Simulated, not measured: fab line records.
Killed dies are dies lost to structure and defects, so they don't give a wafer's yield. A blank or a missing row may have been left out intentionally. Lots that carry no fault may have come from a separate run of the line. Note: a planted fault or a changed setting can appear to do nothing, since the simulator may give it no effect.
Chamber matching || flow n5_finfet || N5_STI_FIN_REVEAL_CMP_04 on cmp-02 has 4 sister chambers
The step polishes, stops on Si3N4, t overpolish 4 s, target thk 131.83 nm. 4 wafers are shown with their chamber, then 12 later ones without.

WAFERS PAIRED WITH THEIR CHAMBERS
{"wafer": "L088.6", "chamber": 2, "time_to_endpoint_s (s)": 102}
{"wafer": "L088.1", "chamber": 3, "time_to_endpoint_s (s)": 92}
{"wafer": "L088.3", "chamber": 0, "time_to_endpoint_s (s)": 98}
{"wafer": "L088.5", "chamber": 1, "time_to_endpoint_s (s)": 111}

WAFERS MISSING THEIR CHAMBER
{"wafer": "L090.1", "time_to_endpoint_s (s)": 97}
{"wafer": "L090.2", "time_to_endpoint_s (s)": 95}
{"wafer": "L090.5", "time_to_endpoint_s (s)": 110}
{"wafer": "L092.2", "time_to_endpoint_s (s)": 92}
{"wafer": "L092.5", "time_to_endpoint_s (s)": 93}
{"wafer": "L092.6", "time_to_endpoint_s (s)": 92}
{"wafer": "L092.1", "time_to_endpoint_s (s)": 110}
{"wafer": "L092.3", "time_to_endpoint_s (s)": 94}
{"wafer": "L092.4", "time_to_endpoint_s (s)": 103}
{"wafer": "L093.2", "time_to_endpoint_s (s)": 104}
{"wafer": "L093.4", "time_to_endpoint_s (s)": 98}
{"wafer": "L093.5", "time_to_endpoint_s (s)": 118}

WHICH CHAMBER EACH WENT THROUGH
{"wafer": "L090.1", "from the rows above": "can't be placed: 0 or 2 or 3", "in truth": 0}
{"wafer": "L090.2", "from the rows above": "can't be placed: 0 or 3 or 2", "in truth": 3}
{"wafer": "L090.5", "from the rows above": 1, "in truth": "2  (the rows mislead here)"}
{"wafer": "L092.2", "from the rows above": 3, "in truth": 3}
{"wafer": "L092.5", "from the rows above": "can't be placed: 3 or 0", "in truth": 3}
{"wafer": "L092.6", "from the rows above": 3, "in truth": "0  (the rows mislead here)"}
{"wafer": "L092.1", "from the rows above": 1, "in truth": 1}
{"wafer": "L092.3", "from the rows above": "can't be placed: 3 or 0", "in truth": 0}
{"wafer": "L092.4", "from the rows above": "can't be placed: 2 or 0", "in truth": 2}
{"wafer": "L093.2", "from the rows above": "can't be placed: 2 or 0", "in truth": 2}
{"wafer": "L093.4", "from the rows above": "can't be placed: 0 or 2", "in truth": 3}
{"wafer": "L093.5", "from the rows above": 1, "in truth": 1}
Correctly placed: 3 of 12. Cannot be placed on the basis of these rows: 7; the candidates contain the true chamber in 6. 2 placed wrongly.
How it was worked out, from the rows above alone: a wafer's distance from a chamber is the root of the sum, over the readings, of the square of ((its reading less the chamber's mean) divided by the reading's scatter). The wafer belongs to the nearest chamber; if the next one is less than 2 further off, it can't be placed. For every chamber, the mean is computed from those of its wafers that are shown. The scatter (one wafer shown for each chamber): square how far every hidden wafer sits from the nearest shown wafer, average those squares and take the square root.
